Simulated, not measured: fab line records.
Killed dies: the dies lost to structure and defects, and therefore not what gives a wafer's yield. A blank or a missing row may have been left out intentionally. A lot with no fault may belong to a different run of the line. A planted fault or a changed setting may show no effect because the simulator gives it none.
fab line records -- flow n5Finfet -- part 2 of 2: steps 16 to 26 of 26
record: lots: 5, wafers: 15, lastDay: 19
route steps=1938 shown BEOL_M5@1151
lots that met no fault: from a run of the same line without faults
startH: hours from the record's opening day to when the first of the lot's shown wafers began -- waitH: hours from the lot's prior step to this one -- " unchanged from the row above -- L1.1+2: a row that stands for several wafers -- - value missing, or start not given -- * or withheld: withheld -- < > ~ a bound
route shown NAME@n: a module of which the file shows steps, and the number in the route of the first -- usual: mean/standard deviation of fault-free wafers -- same: alike in all rows -- chamber/n: place in a boat -- sites: the reading at each site -- _std_site: the values' standard deviation -- _edge_site: inner sites' mean taken away from outer sites' mean -- radiusMm: for every site, how far away it sits from the centre of the wafer -- mask NAME#n: copy n -- behind: the last tool/chamber to shape the wafer -- hold: why the lot went on hold/how many hours it stayed there/how the hold came to an end -- device: names the non-switching transistor (n, p or np) -- end of line: tests of these same wafers at the route's end -- a step without rows: its recipe alone -- killed: dies lost to structure and defects at the first sort, not the wafer's yield -- map: dies across one wafer; x = killed, . = not, _ = none there
set.NAME: the run value of the setting; set.NAME@STEP: its run value at that earlier step -- model.NAME: the simulator's own value behind a step, which no gauge read
lots at some steps of the route; a table a step, a row a wafer
services: from which hour (startH, from the record's first day; less than 0 if before it) a tool's chamber was out of use, for how many hours, and why
== steps ==
step: N5_BEOL_M5_PRECLEAN_42
recipe: chemistry: residueRemover, timeS: 60, tempC: 40
lot.wafer,tool,chamber,startH,waitH
L078.3+5+6,wetBench-03,"4,5,6",190.20,0.0
L079.2+3+5,wetBench-05,"1,3,2",196.85,0.0
L084.2+4+6,wetBench-02,"7,3,6",232.95,0.0
L094.1+2+3,wetBench-03,"3,5,1",311.34,0.0
L096.2+5+6,wetBench-02,"1,3,7",349.18,0.0
step: N5_BEOL_M5_SRD_43
recipe: timeS: 30, tempC: 23, rinseLiquid: diw, dry: ipaMarangoni
lot.wafer,tool,chamber,startH,waitH
L078.3+5+6,wetBench-03,"4,5,6",190.22,0.0
L079.2+3+5,wetBench-05,"1,3,2",196.86,0.0
L084.2+4+6,wetBench-02,"7,3,6",232.97,0.0
L094.1+2+3,wetBench-03,"3,5,1",311.36,0.0
L096.2+5+6,wetBench-02,"1,3,7",349.19,0.0
step: N5_BEOL_M5_CD_MEAS_35
recipe: targetCdNm: 28, targetCdYNm: 24, polarity: opening
usual: cdNm: 28.0/0.37
lot.wafer,tool,chamber,startH,waitH,cdNm
L078.3,cdSem-02,-,190.27,0.0,28.2
L078.5,cdSem-02,-,190.27,0.0,28.3
L078.6,cdSem-02,-,190.27,0.0,28.2
L079.2,cdSem-02,-,196.91,0.0,27.5
L079.3,cdSem-02,-,196.91,0.0,28.2
L079.5,cdSem-02,-,196.91,0.0,28.4
L084.2,cdSem-03,-,233.01,0.0,28.9
L084.4,cdSem-03,-,233.01,0.0,28.9
L084.6,cdSem-03,-,233.01,0.0,28.3
L094.1,cdSem-02,-,311.40,0.0,28.4
L094.2,cdSem-02,-,311.40,0.0,28.2
L094.3,cdSem-02,-,311.40,0.0,28.3
L096.2,cdSem-01,-,349.24,0.0,28.1
L096.5,cdSem-01,-,349.24,0.0,28.3
L096.6,cdSem-01,-,349.24,0.0,27.5
step: N5_BEOL_M5_CURE_80
recipe: tempC: 370, timeS: 120, ambient: DMADMS/He, material: SiCOH_lowk
usual: lampPowerPct: 52.30/0.054, wafer_temp_C_max: 371.8/0.71
lot.wafer,tool,chamber,startH,waitH,lampPowerPct,wafer_temp_C_max
L078.3,uvCure-02,1,190.51,0.2,52.25,372.2
L078.5,uvCure-02,1,190.51,0.2,52.25,373.3
L078.6,uvCure-02,1,190.51,0.2,52.29,372.7
L079.2,uvCure-03,0,197.00,0.1,52.29,373.0
L079.3,uvCure-03,0,197.00,0.1,52.23,372.6
L079.5,uvCure-03,0,197.00,0.1,52.30,372.3
L084.2,uvCure-01,0,233.15,0.1,52.31,371.5
L084.4,uvCure-01,0,233.15,0.1,52.39,371.3
L084.6,uvCure-01,0,233.15,0.1,52.26,371.9
L094.1,uvCure-01,1,311.44,0.0,52.23,371.1
L094.2,uvCure-01,1,311.44,0.0,52.28,370.7
L094.3,uvCure-01,1,311.44,0.0,52.27,371.1
L096.2,uvCure-01,0,349.38,0.1,52.28,371.9
L096.5,uvCure-01,0,349.38,0.1,52.36,372.2
L096.6,uvCure-01,0,349.38,0.1,52.27,371.5
step: N5_BEOL_M5_DEGAS_44
recipe: ambient: vacuum, tempC: 250, timeS: 60
usual: heaterPowerW: 322/25
lot.wafer,tool,chamber,startH,waitH,heaterPowerW
L078.3,pvdSputter-02,-,190.93,0.3,311
L078.5,pvdSputter-02,-,190.93,0.3,341
L078.6,pvdSputter-02,-,190.93,0.3,304
L079.2,pvdSputter-01,-,197.78,0.7,307
L079.3,pvdSputter-01,-,197.78,0.7,339
L079.5,pvdSputter-01,-,197.78,0.7,352
L084.2,pvdSputter-01,-,235.46,2.2,297
L084.4,pvdSputter-01,-,235.46,2.2,352
L084.6,pvdSputter-01,-,235.46,2.2,304
L094.1,pvdSputter-02,-,313.38,1.9,303
L094.2,pvdSputter-02,-,313.38,1.9,341
L094.3,pvdSputter-02,-,313.38,1.9,307
L096.2,pvdSputter-03,-,350.05,0.6,321
L096.5,pvdSputter-03,-,350.05,0.6,316
L096.6,pvdSputter-03,-,350.05,0.6,357
step: N5_BEOL_M5_PRE_CLEAN_45
recipe: gas: H2/He, timeS: 30, tempC: 250
usual: heaterPowerW: 322/25
lot.wafer,tool,chamber,startH,waitH,heaterPowerW
L078.3,pvdSputter-02,-,190.97,0.0,311
L078.5,pvdSputter-02,-,190.97,0.0,340
L078.6,pvdSputter-02,-,190.97,0.0,307
L079.2,pvdSputter-01,-,197.82,0.0,297
L079.3,pvdSputter-01,-,197.82,0.0,330
L079.5,pvdSputter-01,-,197.82,0.0,365
L084.2,pvdSputter-01,-,235.50,0.0,299
L084.4,pvdSputter-01,-,235.50,0.0,360
L084.6,pvdSputter-01,-,235.50,0.0,295
L094.1,pvdSputter-02,-,313.42,0.0,310
L094.2,pvdSputter-02,-,313.42,0.0,331
L094.3,pvdSputter-02,-,313.42,0.0,316
L096.2,pvdSputter-03,-,350.09,0.0,321
L096.5,pvdSputter-03,-,350.09,0.0,321
L096.6,pvdSputter-03,-,350.09,0.0,367
step: N5_BEOL_M5_ALD_86
recipe: material: TaN, targetThkA: *, tempC: 275, aldPrecursorFamily: PDMAT, aldCoReactant: NH3, pressureTorr: 3, carrierFlowSccm: 1500, pulseTimeS: 2, purgeTimeS: 3, coReactantPurgeTimeS: 2, coReactantPulseTimeS: 3, aldCycles: 30, precursorVesselTempC: 75, precursorVesselPressureTorr: 26.25, precursorVesselCarrierSccm: 1000
usual: heaterPowerW: 423/31, precursorVesselTempC: 75.00/0.11
same: purgeTimeS: 3
lot.wafer,tool,chamber,startH,waitH,heaterPowerW,precursorVesselTempC
L078.3,aldMetal-04,1,191.04,0.1,434,74.92
L078.5,aldMetal-04,3,191.04,0.1,363,75.13
L078.6,aldMetal-04,2,191.04,0.1,466,75.20
L079.2,aldMetal-04,0,197.92,0.1,467,74.80
L079.3,aldMetal-04,1,197.92,0.1,446,74.88
L079.5,aldMetal-04,0,197.92,0.1,462,74.95
L084.2,aldMetal-03,2,235.79,0.3,436,75.10
L084.4,aldMetal-03,3,235.79,0.3,394,74.92
L084.6,aldMetal-03,1,235.79,0.3,434,75.08
L094.1,aldMetal-04,3,313.50,0.1,360,75.20
L094.2,aldMetal-04,2,313.50,0.1,453,74.92
L094.3,aldMetal-04,0,313.50,0.1,473,74.91
L096.2,aldMetal-04,1,350.25,0.1,443,74.92
L096.5,aldMetal-04,3,350.25,0.1,358,75.09
L096.6,aldMetal-04,2,350.25,0.1,466,74.87
step: N5_BEOL_M5_SURFACE_TREAT_87
recipe: gas: Ar, timeS: *, ionEnergyEv: *, ionCurrentMaCm2: 0.5, pressureMtorr: *, arFlowSccm: 30
usual: throttleValvePct: *
lot.wafer,tool,chamber,startH,waitH,throttleValvePct
L078.3,pvdSputter-03,-,191.29,0.1,*
L078.5,pvdSputter-03,-,191.29,0.1,*
L078.6,pvdSputter-03,-,191.29,0.1,*
L079.2,pvdSputter-03,-,198.20,0.2,*
L079.3,pvdSputter-03,-,198.20,0.2,*
L079.5,pvdSputter-03,-,198.20,0.2,*
L084.2,pvdSputter-02,-,236.31,0.4,*
L084.4,pvdSputter-02,-,236.31,0.4,*
L084.6,pvdSputter-02,-,236.31,0.4,*
L094.1,pvdSputter-02,-,313.76,0.2,*
L094.2,pvdSputter-02,-,313.76,0.2,*
L094.3,pvdSputter-02,-,313.76,0.2,*
L096.2,pvdSputter-01,-,350.48,0.1,*
L096.5,pvdSputter-01,-,350.48,0.1,*
L096.6,pvdSputter-01,-,350.48,0.1,*
step: N5_BEOL_M5_CVD_47
recipe: material: Co, targetThkA: 30, tempC: withheld, precursor: CCTBA/H2, pressureTorr: 30, timeS: 216
lot.wafer,tool,chamber,startH,waitH
L078.3+5+6,cvdCo-02,"2,2,0",191.35,0.0
L079.2+3+5,cvdCo-02,"1,2,1",198.46,0.2
L084.2+4+6,cvdCo-02,"1,2,0",236.37,0.0
L094.1+2+3,cvdCo-02,"2,0,1",313.82,0.0
L096.2+5+6,cvdCo-02,"2,0,2",350.56,0.1
step: N5_BEOL_M5_SPUTTER_48
recipe: material: Cu, targetThkA: 150, tempC: -20, chamberPressurePa: 0.07, powerW: withheld, timeS: 27.62
usual: throttleValvePct: 29.6/1.2
lot.wafer,tool,chamber,startH,waitH,throttleValvePct
L078.3,pvdSputter-02,-,191.51,0.1,29.8
L078.5,pvdSputter-02,-,191.51,0.1,29.7
L078.6,pvdSputter-02,-,191.51,0.1,31.4
L079.2,pvdSputter-02,-,198.64,0.1,31.4
L079.3,pvdSputter-02,-,198.64,0.1,29.7
L079.5,pvdSputter-02,-,198.64,0.1,31.7
L084.2,pvdSputter-03,-,236.57,0.1,31.0
L084.4,pvdSputter-03,-,236.57,0.1,29.1
L084.6,pvdSputter-03,-,236.57,0.1,27.7
L094.1,pvdSputter-02,-,314.12,0.2,29.8
L094.2,pvdSputter-02,-,314.12,0.2,31.3
L094.3,pvdSputter-02,-,314.12,0.2,29.4
L096.2,pvdSputter-01,-,350.84,0.2,31.6
L096.5,pvdSputter-01,-,350.84,0.2,29.1
L096.6,pvdSputter-01,-,350.84,0.2,29.6
step: N5_BEOL_M5_ANNEAL_49
recipe: tempC: 400, timeS: 1800, ambient: vacuum
usual: heaterPowerW: 801/59
lot.wafer,tool,chamber,startH,waitH,heaterPowerW
L078.3,pvdSputter-02,-,191.59,0.0,838
L078.5,pvdSputter-02,-,191.59,0.0,760
L078.6,pvdSputter-02,-,191.59,0.0,770
L079.2,pvdSputter-02,-,198.72,0.0,767
L079.3,pvdSputter-02,-,198.72,0.0,852
L079.5,pvdSputter-02,-,198.72,0.0,757
L084.2,pvdSputter-03,-,236.66,0.0,855
L084.4,pvdSputter-03,-,236.66,0.0,900
L084.6,pvdSputter-03,-,236.66,0.0,690
L094.1,pvdSputter-02,-,314.20,0.0,847
L094.2,pvdSputter-02,-,314.20,0.0,756
L094.3,pvdSputter-02,-,314.20,0.0,749
L096.2,pvdSputter-01,-,350.92,0.0,816
L096.5,pvdSputter-01,-,350.92,0.0,754
L096.6,pvdSputter-01,-,350.92,0.0,875
== services ==
tool,chamber,startH,hours,kind
uvCure-03,-,167.15,9.2,pm
rieDiel-02,-,180.09,1.3,repair
uvCure-01,-,185.57,2.5,repair
wetBench-05,-,186.83,1.9,pm
rieDiel-05,1,213.02,4.7,repair
rieDiel-04,1,214.95,6.7,repair
aldMetal-04,-,215.31,0.4,repair
rieDiel-04,1,222.61,13.5,repair
rieDiel-05,1,230.47,5.5,repair
rieDiel-02,1,230.65,2.4,repair
cvdCo-02,-,259.45,4.3,pm
rieDiel-05,3,263.47,13.5,repair
uvCure-02,-,267.70,6.0,pm
uvCure-03,-,272.78,7.5,pm
wetBench-03,-,274.65,14.5,repair
uvCure-03,-,284.29,0.6,repair
uvCure-01,-,284.76,2.1,pm
rieDiel-02,3,294.20,9.6,repair
pvdSputter-02,-,302.85,7.1,repair
pvdSputter-01,-,320.59,12.8,repair
aldMetal-04,1,323.35,26.0,repair
rieDiel-04,3,330.35,22.4,repair
uvCure-02,-,346.01,2.8,pm
uvCure-01,-,350.32,7.5,pm
